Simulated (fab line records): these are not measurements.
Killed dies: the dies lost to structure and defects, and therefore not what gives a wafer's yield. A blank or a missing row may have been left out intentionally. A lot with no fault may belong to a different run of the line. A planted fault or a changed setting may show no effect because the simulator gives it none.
A struck lot beside a sound one / flow n5Finfet / 15 out of 1938 route steps
Sound: wafers L673.3, L673.4, L673.6. Wafers struck: L692.3, L692.4, L692.6. The cause is named last.
Per side, at each step with rows, come the tool, then ch with its chambers, and then its first start. Under that, the readings that differ: sound wafers / struck wafers / difference of the means / sigmas: that difference in standard deviations of wafers without a fault.
alike: words and numbers the same on both sides, and readings whose means are apart by under 2 such deviations; not compared: readings that were withheld, readings missing a value for some wafer, numbers with overlapping values and no deviation given by the record, and bounds like >300 which may hide the same value.
Wherever a step has rows on one side only, a row that says differs or no value, or a row with sigmas, the two part there. Numbers that have no deviation but don't overlap get no sigmas and don't part them. A reading missing from all wafers of one side parts the sides only when that side holds two or more wafers.

N5_BEOL_M4_SPUTTER_90: material Cu, target thk 4.5 nm, time 8.29 s.
  struck on pvdSputter-02, day 12 15:05; sound on pvdSputter-02, day 8 09:53
  alike: chamberPressurePa, chuckSensorTempC, throttleValvePct
then, 3 steps without rows for these wafers: N5_BEOL_M4_ANNEAL_91 (time 240 s); N5_BEOL_M4_SPUTTER_92 (material Cu, target thk 4.5 nm, time 8.29 s); N5_BEOL_M4_ANNEAL_93 (time 240 s).
N5_BEOL_M4_SPUTTER_94: material Cu, target thk 4.5 nm, time 8.29 s.
  struck on pvdSputter-02, day 12 15:32; sound on pvdSputter-02, day 8 10:19
  alike: chamberPressurePa, chuckSensorTempC, throttleValvePct
N5_BEOL_M4_ANNEAL_95: time 240 s.
  struck on pvdSputter-02, day 12 15:37; sound on pvdSputter-02, day 8 10:24
  alike: heaterPowerW
then, 3 steps without rows for these wafers: N5_BEOL_M4_SPUTTER_96 (material Cu, target thk 4.5 nm, time 8.29 s); N5_BEOL_M4_ECD_50 (material Cu, target thk 300 nm); N5_BEOL_M4_ANNEAL_51 (time 90 s).
N5_BEOL_M4_CMP_52: polishes, stops on SiOC, t overpolish 6.8 s, target thk 40 nm.
  sound on cmp-04 ch 0,2, day 8 11:04; struck on cmp-04 ch 0,2,3, day 12 16:14
  alike: barrierFieldEndpointS, clearingPlatenRpm, motorCurrentA, overpolishRunS, retainingRingPressureFrac, timeToEndpointS
N5_BEOL_M4_THK_MEAS_53: measures by xrf.
  struck on filmMetro-02, day 12 16:32; sound on filmMetro-02, day 8 11:22
  alike: M4_THK
N5_BEOL_M4_PRE_CLEAN_60: time 15 s.
  sound on cvdCo-01 ch 0,1, day 8 11:24; struck on cvdCo-01 ch 1,2, day 12 16:35
  alike: heaterPowerW
N5_BEOL_M4_CO_CAP_55: material Co, precursor CCTBA/H2, target thk 2 nm, time 102.1 s.
  sound on cvdCo-01 ch 0,1, day 8 11:26; struck on cvdCo-01 ch 1,2, day 12 16:37
reading=runLengthS (s); sound=125.4 125.2 124.9; struck=180.3 180.3 179.0; difference=+54.7; sigmas=+94
reading=model.Co_of_BEOL_M4_CO_CAP_55.thkNm (nm); sound=2 2.4 2; struck=3.2 3.2 3; difference=+1.0; sigmas=
  alike: heaterPowerW
then, 1 step without rows for these wafers: N5_BEOL_M4_PRE_CLEAN_56 (time 15 s).
N5_BEOL_M4_RC_MEAS_101:
  sound on prober-01 ch 0, day 8 11:59; struck on prober-01 ch 0, day 12 17:17
  alike: DIBL_N, DIBL_P, IOFF_N, IOFF_P, ION_N, ION_P, SS_N, SS_P, VT_N, VT_P

WHERE THEY PART
Only at N5_BEOL_M4_CO_CAP_55, within this record. Later steps at which nothing parts them and some readings are alike: N5_BEOL_M4_RC_MEAS_101.

WHY: the cause the simulator had injected
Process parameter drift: cvdCo-01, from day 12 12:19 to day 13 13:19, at N5_BEOL_M4_CO_CAP_55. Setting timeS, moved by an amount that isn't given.
